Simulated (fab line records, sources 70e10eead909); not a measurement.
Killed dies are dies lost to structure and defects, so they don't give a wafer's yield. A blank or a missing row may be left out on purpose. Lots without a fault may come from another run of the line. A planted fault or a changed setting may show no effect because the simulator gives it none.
fab line records | flow nand_harc
record lots=12 wafers=36 last_day=33
route steps=1302 shown A_CONTACT@1061 END@1302
lots that met no fault: from a run of the same line without faults
start_h: hours from the record's first day to the start of the lot's first wafer shown | wait_h: hours since the lot's step before | " the same as in the row above | L1.1+2: a row that stands for several wafers | - no value, or no start given | * or withheld: withheld | < > ~ a bound
route shown NAME@n: a module of which the file shows steps, and the number in the route of the first | usual: mean/standard deviation of fault-free wafers | same: alike in all rows | chamber/n: place in a boat | sites: the reading at each site | _std_site: their standard deviation | _edge_site: outer sites' mean less inner sites' | radius_mm: how far each site lies from the wafer's centre | mask NAME#n: copy n | behind: the tool/chamber that last shaped the wafer | hold: why the lot was held/for how many hours/how that ended | device: the transistor (n, p or np) that didn't switch | end of line: the same wafers' tests at the end of the route | a step without rows: its recipe alone | killed: dies lost to structure and defects at the first sort, not the wafer's yield | map: a wafer's dies, x killed, . not, _ none there
set.NAME: the setting as run; set.NAME@STEP: as run at that earlier step | model.NAME: the simulator's own value behind a step, which no gauge read
steps of the route over a sample of lots; a table a step, a row a wafer
services: from which hour (start_h, from the record's first day; less than 0 if before it) a tool's chamber was out of use, for how many hours, and why
## steps
# step NHARC_A_CONTACT_STRIP_104
# recipe cf4_flow_sccm=100 chf3_flow_sccm=30 ar_flow_sccm=0 bias_w=0 chemistry=CF4/CHF3
# columns lot.wafer tool chamber start_h wait_h
L317.2+3+6 rie_diel-13 1,2,0 518.14 0.1
L319.3+1+6 rie_diel-08 3,1,0 525.36 0.1
L318.4+1+6 rie_diel-02 2,3,1 526.04 0.7
L322.3+1+2 rie_diel-08 1,2,3 583.39 0.1
L324.3+4+2 rie_diel-08 2,3,0 604.98 0.1
L327.1+3+4 rie_diel-08 2,3,0 613.57 0.1
L330.2+1+6 rie_diel-08 0,2,3 646.90 0.1
L331.2+5+6 rie_diel-08 3,3,0 648.53 0.1
L335.1+4+6 rie_diel-13 1,2,2 708.46 0.1
L337.4+2+1 rie_diel-13 1,2,3 727.98 0.1
L338.1+2+6 rie_diel-02 0,2,0 728.98 0.1
L339.1+2+5 rie_diel-08 0,2,1 738.13 0.1
# step NHARC_A_CONTACT_CD_MEAS_08
# recipe target_cd_nm=200 landing_energy_ev=500
# usual cd_nm=199.9/0.57
# columns lot.wafer tool chamber start_h wait_h cd_nm
L317.2 cd_sem-03 0 522.54 - 199.9
L317.3 " 0 " " 199.2
L317.6 " 0 " " 199.3
L319.1 cd_sem-03 0 528.49 - 199.8
L319.3 " 0 " " 199.9
L319.6 " 0 " " 200.4
L318.1 cd_sem-02 0 532.49 - 199.3
L318.4 " 0 " " 200.2
L318.6 " 0 " " 200.8
L322.1 cd_sem-02 0 586.60 - 199.0
L322.2 " 0 " " 199.7
L322.3 " 0 " " 200.4
L324.2 cd_sem-02 0 611.70 - 198.9
L324.3 " 0 " " 200.7
L324.4 " 0 " " 200.3
L327.1 cd_sem-02 0 617.54 - 198.9
L327.3 " 0 " " 199.6
L327.4 " 0 " " 199.1
L330.1 cd_sem-03 0 650.18 - 200.4
L330.2 " 0 " " 200.5
L330.6 " 0 " " 200.3
L331.2 cd_sem-01 0 651.81 - 200.2
L331.5 " 0 " " 199.8
L331.6 " 0 " " 200.3
L335.1 cd_sem-01 0 714.35 - 199.7
L335.4 " 0 " " 200.1
L335.6 " 0 " " 199.0
L337.1 cd_sem-03 0 732.88 - 200.7
L337.2 " 0 " " 199.2
L337.4 " 0 " " 199.3
L338.1 cd_sem-01 0 733.73 - 200.2
L338.2 " 0 " " 199.8
L338.6 " 0 " " 199.8
L339.1 cd_sem-01 0 741.25 - 199.9
L339.2 " 0 " " 201.1
L339.5 " 0 " " 200.1
# step NHARC_A_CONTACT_ETCH_30
# recipe target_depth_a=726 time_s=36.3 cf4_flow_sccm=100 chf3_flow_sccm=30 ar_flow_sccm=0 rf_w=500 bias_w=200 chemistry=CF4/CHF3
# usual cf4_flow_sccm=100.0/0.33 chf3_flow_sccm=30.00/0.082 drypump_motor_current_A=5.9/0.37 oes_product_au=0.942/0.025 rf_vpp_V=369.6/2 showerhead_plenum_p_Torr=1.55/0.056 throttle_valve_pct=16.802/0.0096
# columns lot.wafer tool chamber start_h wait_h cf4_flow_sccm chf3_flow_sccm drypump_motor_current_A oes_product_au rf_hours_counter_h rf_vpp_V showerhead_plenum_p_Torr throttle_valve_pct
L317.2 rie_diel-08 3 - - 100.1 30.14 5.7 0.921 22 371.0 1.60 16.798
L317.3 " 1 " " 99.3 29.88 6.0 0.939 23 368.7 1.54 16.804
L317.6 " 3 " " 101.0 30.03 5.7 0.916 - 371.1 1.60 16.798
L319.1 rie_diel-08 0 - - 99.5 30.00 6.3 0.940 25 367.0 1.54 16.811
L319.3 " 2 " " 99.8 30.01 6.1 0.933 21 369.6 1.48 16.810
L319.6 " 3 " " 100.5 29.95 5.7 0.935 - 370.8 1.60 16.795
L318.4 rie_diel-08 2 - - 99.7 30.05 6.1 0.974 23 367.5 1.48 16.811
L318.1 " 3 " " 99.9 30.10 5.7 0.958 24 373.4 1.60 16.787
L318.6 " 1 " " 100.1 29.95 6.0 0.997 - 369.9 1.54 16.811
L322.3 rie_diel-02 2 - - 100.1 29.94 5.4 0.993 2 370.6 1.56 16.806
L322.2 " 3 " " 100.2 30.00 4.7 0.987 1 368.7 1.57 16.798
L322.1 " 0 " " 99.8 30.03 5.2 0.974 2 372.0 1.61 16.801
L324.3 rie_diel-08 2 - - 99.7 29.90 6.1 0.928 10 367.4 1.48 16.806
L324.4 " 0 " " 100.6 30.18 6.3 0.905 9 368.3 1.53 16.784
L324.2 " 1 " " 99.8 29.82 6.0 0.902 7 369.7 1.53 16.814
L327.1 rie_diel-08 1 - - 100.4 30.07 6.0 0.924 8 369.3 1.53 16.797
L327.3 " 2 " " 99.6 30.04 6.1 0.949 11 367.4 1.48 16.814
L327.4 " 3 " " 99.9 30.14 5.7 0.927 10 370.5 1.59 16.807
L331.2 rie_diel-13 3 - - 100.0 29.95 5.4 0.936 42 374.6 1.69 16.795
L331.5 " 3 " " 99.7 29.97 5.4 0.936 - 373.5 1.69 16.789
L331.6 " 0 " " 100.1 30.08 6.0 0.947 - 366.6 1.50 16.804
L330.2 rie_diel-08 2 - - 100.7 29.99 6.1 0.934 16 365.3 1.48 16.788
L330.1 " 3 " " 100.1 29.96 5.7 0.922 14 371.8 1.59 16.815
L330.6 " 2 " " 100.5 29.99 6.1 0.931 - 366.7 1.48 16.805
L335.4 rie_diel-08 1 - - 100.0 29.90 6.0 0.917 22 369.0 1.53 16.797
L335.1 " 2 " " 100.0 29.90 6.1 0.929 24 366.5 1.47 16.814
L335.6 " 1 " " 100.4 29.90 6.0 0.919 - 370.7 1.53 16.816
L337.4 rie_diel-08 0 - - 99.9 30.06 6.3 0.973 0 369.2 1.53 16.793
L337.1 " 1 " " 100.0 30.05 6.1 0.964 0 369.0 1.53 16.796
L337.2 " 2 " " 99.7 29.98 6.1 0.952 0 366.4 1.47 16.808
L338.2 rie_diel-08 0 - - 99.4 30.04 6.3 0.958 1 368.8 1.53 16.812
L338.1 " 2 " " 100.7 29.98 6.2 0.971 1 366.3 1.47 16.803
L338.6 " 1 " " 99.9 30.06 6.0 0.971 - 368.8 1.53 16.810
L339.1 rie_diel-13 3 - - 100.0 29.96 5.4 0.979 15 374.0 1.68 16.804
L339.2 " 0 " " 100.0 29.97 6.1 0.981 17 367.0 1.50 16.802
L339.5 " 0 " " 100.5 30.00 6.0 0.980 - 368.6 1.50 16.796
# step NHARC_A_CONTACT_ETCH_31
# recipe target_depth_a=28000 over_etch_frac=0.3 time_s=728 ion_energy_ev=150 o2_flow_sccm=400 cos_flow_sccm=20 ar_flow_sccm=0 rf_w=500 bias_w=300 chemistry=O2/COS
# usual drypump_motor_current_A=5.9/0.35 oes_product_au=1.000/0.011 rf_vpp_V=313.4/1.8 showerhead_plenum_p_Torr=3.07/0.11 throttle_valve_pct=28.329/0.0082
# columns lot.wafer tool chamber start_h wait_h drypump_motor_current_A oes_product_au rf_hours_counter_h rf_vpp_V showerhead_plenum_p_Torr throttle_valve_pct
L317.3 rie_diel-08 0 - - 6.3 1.006 24 312.1 3.05 28.351
L317.2 " 1 " " 6.0 1.011 23 312.2 3.05 28.323
L317.6 " 1 " " 6.0 1.014 - 313.3 3.05 28.315
L319.3 rie_diel-08 1 - - 6.1 1.012 24 313.6 3.05 28.329
L319.1 " 0 " " 6.3 1.009 25 313.8 3.05 28.329
L319.6 " 2 " " 6.1 0.998 - 312.3 2.94 28.324
L318.1 rie_diel-08 3 - - 5.7 1.003 24 315.3 3.17 28.334
L318.4 " 1 " " 6.0 1.002 25 314.9 3.05 28.326
L318.6 " 0 " " 6.3 1.006 - 314.6 3.05 28.328
L322.3 rie_diel-02 1 - - 6.4 0.993 2 316.4 3.34 28.321
L322.2 " 2 " " 5.4 0.996 2 313.6 3.09 28.340
L322.1 " 0 " " 5.2 1.006 2 315.0 3.19 28.329
L324.2 rie_diel-08 1 - - 6.1 0.981 7 313.5 3.04 28.323
L324.3 " 3 " " 5.7 0.995 10 313.9 3.16 28.341
L324.4 " 0 " " 6.3 0.984 9 312.5 3.04 28.346
L327.4 rie_diel-08 2 - - 6.1 1.003 11 310.1 2.93 28.332
L327.1 " 3 " " 5.7 0.994 10 314.0 3.16 28.321
L327.3 " 0 " " 6.3 0.976 10 313.1 3.04 28.314
L331.2 rie_diel-13 3 - - 5.5 1.012 42 317.4 3.35 28.325
L331.6 " 2 " " 5.3 0.983 - 310.2 2.94 28.330
L331.5 " 3 " " 5.5 1.014 - 316.4 3.35 28.321
L330.1 rie_diel-08 3 - - 5.7 0.999 15 313.6 3.16 28.321
L330.2 " 0 " " 6.3 0.996 15 314.0 3.04 28.313
L330.6 " 2 " " 6.1 1.012 - 311.2 2.93 28.326
L335.1 rie_diel-08 2 - - 6.1 1.016 24 312.0 2.92 28.324
L335.4 " 0 " " 6.3 0.989 23 312.8 3.04 28.327
L335.6 " 2 " " 6.1 1.013 - 311.1 2.92 28.328
L337.2 rie_diel-08 3 - - 5.7 1.003 0 315.8 3.15 28.326
L337.4 " 0 " " 6.3 0.996 0 312.8 3.03 28.332
L337.1 " 2 " " 6.1 0.996 0 309.9 2.92 28.325
L338.2 rie_diel-08 0 - - 6.3 1.003 1 313.9 3.03 28.331
L338.1 " 1 " " 6.1 0.998 1 313.9 3.04 28.336
L338.6 " 2 " " 6.1 0.987 - 312.1 2.92 28.333
L339.1 rie_diel-13 0 - - 6.1 0.994 17 311.5 2.97 28.332
L339.2 " 1 " " 5.9 1.003 13 313.7 3.13 28.330
L339.5 " 1 " " 5.9 0.998 - 313.0 3.13 28.332
# step NHARC_END_SORT_01
# recipe temp_c=25
# usual killed_at_array=46/16 killed_at_other=0.9/1.3 killed_at_periphery=4.1/3 killed_dies=51/17 killed_open=3.5/1.8 killed_short=2.5/1.8
# same gross_dies=677
# columns lot.wafer tool chamber start_h wait_h killed_at_array killed_at_other killed_at_periphery killed_dies killed_open killed_short
L331.2 prober-01 0 729.53 2.8 90 0 3 93 3 2
L331.5 prober-01 0 731.96 3.7 79 0 6 85 5 4
L331.6 prober-01 0 732.76 4.0 127 0 1 128 0 6
L330.1 prober-02 0 732.72 2.5 109 0 1 110 3 2
L330.2 prober-02 0 733.53 2.8 136 0 6 142 2 2
L330.6 prober-02 0 736.78 4.1 91 1 6 98 2 2
# killed by level:class
L331.2 A_CONTACT:unspecified=45 A_CHANNEL_HOLE_D2:chamber_film_flake=18 A_CHANNEL_HOLE_D1:chamber_film_flake=10 A_SLIT:chamber_film_flake=5 P_ZERO_WELL:chamber_film_flake=2 A_CHANNEL_FILL_D2:chamber_film_flake=2 A_SGD_CUT:chamber_film_flake=2 A_CONTACT:chamber_film_flake=2
L331.5 A_CONTACT:unspecified=42 A_CHANNEL_HOLE_D2:chamber_film_flake=19 P_GATE:chamber_film_flake=4 A_CHANNEL_HOLE_D1:chamber_film_flake=3 A_SLIT:chamber_film_flake=3 A_WL_FILL:geometric_particle:short=2 P_GATE:geometric_particle:open=1 A_ONON_D1:geometric_particle:short=1
L330.1 A_CONTACT:unspecified=49 A_SLIT:chamber_film_flake=33 A_CHANNEL_HOLE_D1:chamber_film_flake=8 A_CONTACT:chamber_film_flake=4 A_BLC:chamber_film_flake=4 A_ZERO_WELL:chamber_film_flake=2 A_STAIRCASE:chamber_film_flake=2 A_ONON_D1:geometric_particle:open=1
L331.6 A_CONTACT:unspecified=91 A_CHANNEL_HOLE_D2:chamber_film_flake=17 A_CHANNEL_HOLE_D1:chamber_film_flake=8 A_STAIRCASE:chamber_film_flake=3 A_WL_FILL:geometric_particle:short=2 A_CONTACT:chamber_film_flake=2 P_GATE:geometric_particle:short=1 A_ONON_D1:geometric_particle:short=1
L330.2 A_CONTACT:unspecified=99 A_SLIT:chamber_film_flake=17 A_CHANNEL_HOLE_D1:chamber_film_flake=10 A_CONTACT:chamber_film_flake=5 P_GATE:geometric_particle:open=2 P_BONDPAD:chamber_film_flake=2 A_ZERO_WELL:chamber_film_flake=2 A_CHANNEL_FILL_D1:chamber_film_flake=2
L330.6 A_CONTACT:unspecified=40 A_SLIT:chamber_film_flake=25 A_CHANNEL_HOLE_D1:chamber_film_flake=9 A_CONTACT:chamber_film_flake=6 A_STAIRCASE:chamber_film_flake=3 P_ZERO_WELL:chamber_film_flake=2 P_BONDPAD:chamber_film_flake=2 A_CHANNEL_FILL_D1:chamber_film_flake=2
## services
# columns tool chamber start_h hours kind
rie_diel-02 0 499.98 5.0 repair
rie_diel-08 0 500.23 - clean
rie_diel-08 1 500.23 - clean
rie_diel-08 2 500.23 - clean
rie_diel-08 3 500.23 - clean
rie_diel-13 - 521.23 9.0 pm
rie_diel-08 0 524.73 - clean
rie_diel-08 1 524.73 - clean
rie_diel-08 2 524.73 - clean
rie_diel-08 3 524.73 - clean
rie_diel-08 - 544.80 9.0 pm
rie_diel-08 0 544.80 9.0 vent_cycle
rie_diel-08 1 544.80 9.0 vent_cycle
rie_diel-08 2 544.80 9.0 vent_cycle
rie_diel-08 3 544.80 9.0 vent_cycle
rie_diel-08 0 553.80 - clean
rie_diel-08 1 553.80 - clean
rie_diel-08 2 553.80 - clean
rie_diel-08 1 569.57 13.0 repair
rie_diel-13 0 585.30 4.4 repair
rie_diel-08 3 681.75 2.5 repair
rie_diel-13 - 698.23 9.0 pm
rie_diel-13 3 717.44 7.6 repair
rie_diel-08 - 721.96 9.0 pm
## key
first_sign step=NHARC_END_SORT_01 reading=killed_at_array direction=up sigmas=3.6 usual=46 struck=105
effect step=NHARC_END_SORT_01 reading=killed_dies direction=up sigmas=3.5 usual=51 struck=109
more_kills_born_at NHARC_A_CONTACT_STRIP_104@rie_diel-08=366
met_at NHARC_A_CONTACT_STRIP_104
struck_lots L330,L331
tester_left_out L330,L331
not_acting_at NHARC_A_CONTACT_CD_MEAS_08,NHARC_A_CONTACT_ETCH_30,NHARC_A_CONTACT_ETCH_31
onset_between 613.57 646.90
fault kind=chamber_particle_source tool=rie_diel-08 chamber=- onset_h=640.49 steps=NHARC_A_CONTACT_STRIP_104 rate_per_visit_cm2=1.149 end_h=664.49
# tester_left_out: of these lots the tester's yield and bins aren't shown, on N5 and GAA mostly nor the transistor test; their killed dies are dies lost to structure and defects alone, not to doping, threshold or leakage, so they don't give the yield
